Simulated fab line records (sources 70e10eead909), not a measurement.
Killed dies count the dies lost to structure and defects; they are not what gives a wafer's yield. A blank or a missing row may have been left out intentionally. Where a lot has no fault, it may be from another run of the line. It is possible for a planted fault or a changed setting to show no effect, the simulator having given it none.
Code-filled problem report in 8D (eight disciplines) form	flow nand harc	the parts of the form that need people (team, actions taken, sign-off) are left out

== 1. PROBLEM STATEMENT ==
Wafers without a fault read 170.8 nm, standard deviation 0.77; cd nm at NHARC_P_M2_CD_MEAS_09 reads a mean of 186.7 nm on 2 wafers belonging to 2 lots. Measured from the usual mean, that is +21 standard deviations.
The step: target cd 170 nm.
Seen first at day 8 00:41 on cd sem-01, wafer L144.4. The record has a number at this step for 36 wafers belonging to 12 lots. The rule behind "out" and "out of limits": a value lying over 4 standard deviations away from the usual mean. All remaining wafers that have a number are taken as sound.

== 2. WHAT IT IS; WHAT IT IS NOT ==
question	is	is not
which readings at this step	cd nm	-
which lots	L144, L145	L140, L141, L142, L150, L155, L156, L157, L158, L159, L162
which wafers of those lots	L144.4, L145.1	L144.2, L144.6, L145.2, L145.6
read on which gauges	cd sem-01	cd sem-02, cd sem-03
when	from day 8 00:41	up to then (11 sound wafers); but 23 sound wafers of L145, L150, L155, L156, L157, L158, L159, L162 came after

== 3. THE SUSPECTS, EACH WITH WHAT RULES IT OUT ==
Counting: a tool at a process step up to the reading stays a suspect if it ran every lot that is out. Sound lots after the first of them don't rule it out here, since some wafers of a struck lot are sound.
- the gauge at NHARC_P_M2_CD_MEAS_09: kept. All the wafers that are out were read on cd sem-01, and no step on other tools shows them out.
- pecvd-03 at NHARC_P_M1_PRE_CLEAN_32 (time 12 s): kept. It ran every lot that is out, first L144 (day 7 23:23).
- litho track-04 at NHARC_P_M2_PEB_07 (peb time 65 s): kept. Ran every lot that is out, first one L144 (day 8 00:36); last sound lot up to then L142 (day 7 04:36).
Still standing after the count: pecvd-03 at NHARC_P_M1_PRE_CLEAN_32, litho track-04 at NHARC_P_M2_PEB_07, cd sem-01 at NHARC_P_M2_CD_MEAS_09.

== 4. THE CAUSE (what the simulator had put in) ==
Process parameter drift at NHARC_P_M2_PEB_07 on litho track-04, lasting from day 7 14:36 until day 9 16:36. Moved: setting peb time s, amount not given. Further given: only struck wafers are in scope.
Counting left 3 suspects, and this tool is among them.

== 5. SEQUENCE OF EFFECTS, ordered by route ==
Rows list readings where the struck wafers' mean (over those with a number) sits beyond 3 standard deviations from the usual. Scope: only readings with a usual standard deviation given in the record; hours: median across lots of the time from each lot's start at the first step in this table that gives one to its start at this step; sigmas: change in usual standard deviations.
hours	step	reading	usual	on struck wafers	change	sigmas
0	NHARC_P_M2_CD_MEAS_09	cd nm	170.8 nm	186.7	+15.9	+21
Later measuring or inspecting steps at which every struck wafer that the step has a row for has a number for every such reading, and none has moved that far: NHARC_P_M2_OVL_MEAS_10, NHARC_END_SORT_01.

== 6. WHAT WOULD HAVE CAUGHT IT SOONER ==
In this record the first reading out of limits at a measuring or inspecting step was taken at day 8 00:41, 10 hours after the fault began at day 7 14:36.
Among the 2 lots that are out, L145 began NHARC_P_M2_PEB_07 on litho track-04 after day 8 00:41. A tool hold placed at that time would have kept it from harm.
